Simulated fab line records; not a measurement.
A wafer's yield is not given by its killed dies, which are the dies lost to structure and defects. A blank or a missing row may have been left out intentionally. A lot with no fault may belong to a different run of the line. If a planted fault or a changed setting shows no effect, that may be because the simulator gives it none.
Split-lot study | flow n5 finfet | 7 lots, 21 wafers read, on a route of 1938 steps

ON THE SPLIT
At N5_BEOL_M2_PECVD_72 (deposits SiO2 from TEOS/O2, target thk 16 nm, time 18 s), the setting temp c was moved away from the recipe's 400 C on 8 of the 21 wafers read, by -2.9% to +4.3%. All remaining wafers had this setting at the recipe value.

The split's own step is where the reading is taken.

THE READING
SiO2_of_BEOL_M2_PECVD_72.thk nm (the simulator's own value, which no gauge read), in nm, at N5_BEOL_M2_PECVD_72 (deposits SiO2 from TEOS/O2, target thk 16 nm, time 18 s). The file gives no usual value for it. Average 15.9 nm, standard deviation 0.18 nm, over the 13 wafers here run with the recipe.

wafer  | tool, chamber at the split | temp c as run, C | against the recipe | SiO2_of_BEOL_M2_PECVD_72.thk nm, nm | against lot-mates on the recipe
L074.3 | pecvd-02, 0                | 400              | recipe             | 16.2                                | -
L074.4 | pecvd-02, 0                | 406              | +1.5%              | 15.8                                | -0.4
L074.5 | pecvd-02, 2                | 406              | +1.5%              | 15.6                                | -0.6
L080.1 | pecvd-02, 1                | 417.3            | +4.3%              | 14.2                                | -1.6
L080.2 | pecvd-02, 0                | 417.3            | +4.3%              | 14                                  | -1.8
L080.3 | pecvd-02, 2                | 400              | recipe             | 15.8                                | -
L083.1 | pecvd-02, 1                | 400              | recipe             | 15.8                                | -
L083.4 | pecvd-02, 2,0              | 400              | recipe             | 16.2                                | -
L083.6 | pecvd-02, 2,0              | 400              | recipe             | 16.2                                | -
L087.2 | pecvd-02, 0                | 400              | recipe             | 15.6                                | -
L087.4 | pecvd-02, 0                | 400              | recipe             | 16                                  | -
L087.6 | pecvd-02, 1                | 400              | recipe             | 15.8                                | -
L090.3 | pecvd-01, 1                | 400              | recipe             | 15.8                                | -
L090.4 | pecvd-01, 0                | 407.8            | +2.0%              | 15.6                                | -0.3
L090.6 | pecvd-01, 2                | 400              | recipe             | 16                                  | -
L091.1 | pecvd-01, 0                | 400              | recipe             | 15.8                                | -
L091.5 | pecvd-01, 1                | 388.4            | -2.9%              | 17.2                                | +1.3
L091.6 | pecvd-01, 2                | 400              | recipe             | 16                                  | -
L094.1 | pecvd-04, 2                | 400              | recipe             | 16                                  | -
L094.3 | pecvd-04, 0                | 416.8            | +4.2%              | 14.2                                | -1.8
L094.4 | pecvd-04, 2                | 416.8            | +4.2%              | 14.4                                | -1.6
If several chambers appear in one row, that row covers several wafers at once and the file leaves open which wafer was in which chamber.

THE FIT
A straight line over all 21 wafers: SiO2_of_BEOL_M2_PECVD_72.thk nm changes by -0.4 nm for each +1% of temp c; r = -0.96; the points scatter about the line by 0.22 nm.
The same after taking each lot's own level away (the mean of its wafers on the recipe; 21 wafers): -0.398 nm for each +1%; r = -0.98; scatter 0.17 nm.
Per that fit: largest temp c move, reading shift of 1.7 nm.
The span of the lots' own levels, 15.80 to 16.20 nm, comes to 2.2 times the standard deviation stated above.
The two slopes are in agreement: the lot-to-lot level therefore moves the slope only a little.
Check: -1.7 nm against its lot-mates is what the line predicts for one of the wafers moved furthest among these (+4.3%) when that wafer is left out of the fit. It came out at -1.6 nm against them.

ADDITIONAL SPLITS CARRIED BY THESE WAFERS
Note: prior to the reading, these wafers also went through further splits. Each is held against what the fit with the lots' levels taken away leaves over:
other split on the same wafers | wafers away from the commonest value | r with SiO2_of_BEOL_M2_PECVD_72.thk nm (lot level and that fit taken away)
N5_BEOL_M1_EXPOSE_08 dose mj   | 6                                    | -0.37

FILE'S OWN FIT
SiO2_of_BEOL_M2_PECVD_72.thk nm changes by -0.386 nm for each +1% of temp c, r = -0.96.
